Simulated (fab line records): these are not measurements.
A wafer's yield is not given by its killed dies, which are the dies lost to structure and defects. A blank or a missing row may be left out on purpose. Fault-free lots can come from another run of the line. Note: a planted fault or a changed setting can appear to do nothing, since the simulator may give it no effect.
Split-lot trial || flow n5-finfet || 21 wafers read across 7 lots, on a route 1938 steps long

THE SPLIT ITSELF
At N5_PASSIVATION_PECVD_55 (deposits SiO2 from SiH4/N2O, target thk 400 nm, time 22.5 s), the setting time-s was moved away from the recipe's 22.5 s on 6 of the 21 wafers read, by -10.2% to +10.9%. For the rest of the wafers, this setting stayed at what the recipe calls for.

Reading taken at the split's own step.

THE READING
SiO2_of_PASSIVATION_PECVD_55.thk-nm (the simulator's own value, which no gauge read), in nm, at N5_PASSIVATION_PECVD_55 (deposits SiO2 from SiH4/N2O, target thk 400 nm, time 22.5 s). The file does not state a usual value for it. Here, 15 wafers ran the recipe; their average is 401.0 nm with a standard deviation of 4.9 nm.

{"wafer": "L084.3", "tool, chamber at the split": "pecvd-01, 2", "time-s as run, s": 23.64, "against the recipe": "+5.1%", "SiO2_of_PASSIVATION_PECVD_55.thk-nm, nm": 423.2, "against lot-mates on the recipe": "+21.4"}
{"wafer": "L084.4", "tool, chamber at the split": "pecvd-01, 0", "time-s as run, s": 22.5, "against the recipe": "recipe", "SiO2_of_PASSIVATION_PECVD_55.thk-nm, nm": 401.8, "against lot-mates on the recipe": "-"}
{"wafer": "L084.5", "tool, chamber at the split": "pecvd-01, 1", "time-s as run, s": 23.64, "against the recipe": "+5.1%", "SiO2_of_PASSIVATION_PECVD_55.thk-nm, nm": 424, "against lot-mates on the recipe": "+22.2"}
{"wafer": "L086.3", "tool, chamber at the split": "pecvd-01, 0", "time-s as run, s": 20.21, "against the recipe": "-10.2%", "SiO2_of_PASSIVATION_PECVD_55.thk-nm, nm": 355.8, "against lot-mates on the recipe": -55.0}
{"wafer": "L086.5", "tool, chamber at the split": "pecvd-01, 0", "time-s as run, s": 22.5, "against the recipe": "recipe", "SiO2_of_PASSIVATION_PECVD_55.thk-nm, nm": 409.8, "against lot-mates on the recipe": "-"}
{"wafer": "L086.6", "tool, chamber at the split": "pecvd-01, 2", "time-s as run, s": 22.5, "against the recipe": "recipe", "SiO2_of_PASSIVATION_PECVD_55.thk-nm, nm": 411.8, "against lot-mates on the recipe": "-"}
{"wafer": "L090.3", "tool, chamber at the split": "pecvd-02, 0", "time-s as run, s": 22.5, "against the recipe": "recipe", "SiO2_of_PASSIVATION_PECVD_55.thk-nm, nm": 400, "against lot-mates on the recipe": "-"}
{"wafer": "L090.4", "tool, chamber at the split": "pecvd-02, 1", "time-s as run, s": 22.5, "against the recipe": "recipe", "SiO2_of_PASSIVATION_PECVD_55.thk-nm, nm": 398.6, "against lot-mates on the recipe": "-"}
{"wafer": "L090.6", "tool, chamber at the split": "pecvd-02, 2", "time-s as run, s": 22.5, "against the recipe": "recipe", "SiO2_of_PASSIVATION_PECVD_55.thk-nm, nm": 405.4, "against lot-mates on the recipe": "-"}
{"wafer": "L089.1", "tool, chamber at the split": "pecvd-02, 1", "time-s as run, s": 22.5, "against the recipe": "recipe", "SiO2_of_PASSIVATION_PECVD_55.thk-nm, nm": 392.4, "against lot-mates on the recipe": "-"}
{"wafer": "L089.2", "tool, chamber at the split": "pecvd-02, 2", "time-s as run, s": 22.5, "against the recipe": "recipe", "SiO2_of_PASSIVATION_PECVD_55.thk-nm, nm": 399.2, "against lot-mates on the recipe": "-"}
{"wafer": "L089.6", "tool, chamber at the split": "pecvd-02, 1", "time-s as run, s": 22.5, "against the recipe": "recipe", "SiO2_of_PASSIVATION_PECVD_55.thk-nm, nm": 396.6, "against lot-mates on the recipe": "-"}
{"wafer": "L094.1", "tool, chamber at the split": "pecvd-01, 2", "time-s as run, s": 22.5, "against the recipe": "recipe", "SiO2_of_PASSIVATION_PECVD_55.thk-nm, nm": 401.6, "against lot-mates on the recipe": "-"}
{"wafer": "L094.2", "tool, chamber at the split": "pecvd-01, 0", "time-s as run, s": 22.5, "against the recipe": "recipe", "SiO2_of_PASSIVATION_PECVD_55.thk-nm, nm": 395.6, "against lot-mates on the recipe": "-"}
{"wafer": "L094.5", "tool, chamber at the split": "pecvd-01, 2", "time-s as run, s": 22.5, "against the recipe": "recipe", "SiO2_of_PASSIVATION_PECVD_55.thk-nm, nm": 403.2, "against lot-mates on the recipe": "-"}
{"wafer": "L091.3", "tool, chamber at the split": "pecvd-02, 1", "time-s as run, s": 22.5, "against the recipe": "recipe", "SiO2_of_PASSIVATION_PECVD_55.thk-nm, nm": 397.4, "against lot-mates on the recipe": "-"}
{"wafer": "L091.4", "tool, chamber at the split": "pecvd-02, 1", "time-s as run, s": 24.54, "against the recipe": "+9.1%", "SiO2_of_PASSIVATION_PECVD_55.thk-nm, nm": 439.4, "against lot-mates on the recipe": "+42.0"}
{"wafer": "L091.6", "tool, chamber at the split": "pecvd-02, 2", "time-s as run, s": 24.54, "against the recipe": "+9.1%", "SiO2_of_PASSIVATION_PECVD_55.thk-nm, nm": 440.8, "against lot-mates on the recipe": "+43.4"}
{"wafer": "L097.1", "tool, chamber at the split": "pecvd-02, 2", "time-s as run, s": 22.5, "against the recipe": "recipe", "SiO2_of_PASSIVATION_PECVD_55.thk-nm, nm": 400.6, "against lot-mates on the recipe": "-"}
{"wafer": "L097.2", "tool, chamber at the split": "pecvd-02, 0", "time-s as run, s": 24.95, "against the recipe": "+10.9%", "SiO2_of_PASSIVATION_PECVD_55.thk-nm, nm": 441.4, "against lot-mates on the recipe": "+40.3"}
{"wafer": "L097.6", "tool, chamber at the split": "pecvd-02, 0", "time-s as run, s": 22.5, "against the recipe": "recipe", "SiO2_of_PASSIVATION_PECVD_55.thk-nm, nm": 401.6, "against lot-mates on the recipe": "-"}

THE FIT
A straight line over all 21 wafers: SiO2_of_PASSIVATION_PECVD_55.thk-nm changes by +4.21 nm for each +1% of time-s; r = +0.97; the points scatter about the line by 4.6 nm.
The same after taking each lot's own level away (the mean of its wafers on the recipe; 21 wafers): +4.61 nm for each +1%; r = +0.99; scatter 3.5 nm.
That fit puts the effect of the largest move of time-s on the reading at 50 nm.
Measured against the standard deviation above, the lots' own levels, which go from 396.07 to 410.80 nm, span 3.0 times it.
The two slopes are in agreement: the lot-to-lot level therefore moves the slope only a little.
Check: +52.7 nm against its lot-mates is what the line predicts for one of the wafers moved furthest among these (+10.9%) when that wafer is left out of the fit. Against them it came out at +40.3 nm.

OTHER SPLITS ON THESE WAFERS
These wafers also went through other splits before the reading. Each is held against what the fit with the lots' levels taken away leaves over:
{"other split on the same wafers": "N5_BEOL_M13_ETCH_67 cf4-flow-sccm", "wafers away from the commonest value": 5, "r with SiO2_of_PASSIVATION_PECVD_55.thk-nm (lot level and that fit taken away)": -0.12}
{"other split on the same wafers": "N5_MIM_BOT_ETCH_ETCH_04 time-s", "wafers away from the commonest value": 9, "r with SiO2_of_PASSIVATION_PECVD_55.thk-nm (lot level and that fit taken away)": "+0.16"}

THE WHOLE CHAIN: every reading that the file lists as answering this split, in the file's order
{"step": "N5_PASSIVATION_PECVD_55", "what it does": "deposits SiO2 from SiH4/N2O, target thk 400 nm, time 22.5 s", "reading": "SiO2_of_PASSIVATION_PECVD_55.thk-nm (the simulator's own value, which no gauge read)", "change (the file's fit)": "+4.53 nm for each +1% of the setting", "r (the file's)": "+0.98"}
{"step": "N5_PASSIVATION_VIA_ETCH_13", "what it does": "etches SiO2 in CHF3/O2, target depth 660 nm, time 330 s", "reading": "etch-rf-on-time-s", "change (the file's fit)": "withheld for each +1% of the setting", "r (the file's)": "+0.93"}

FILE'S OWN FIT
SiO2_of_PASSIVATION_PECVD_55.thk-nm changes by +4.53 nm for each +1% of time-s, r = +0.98.
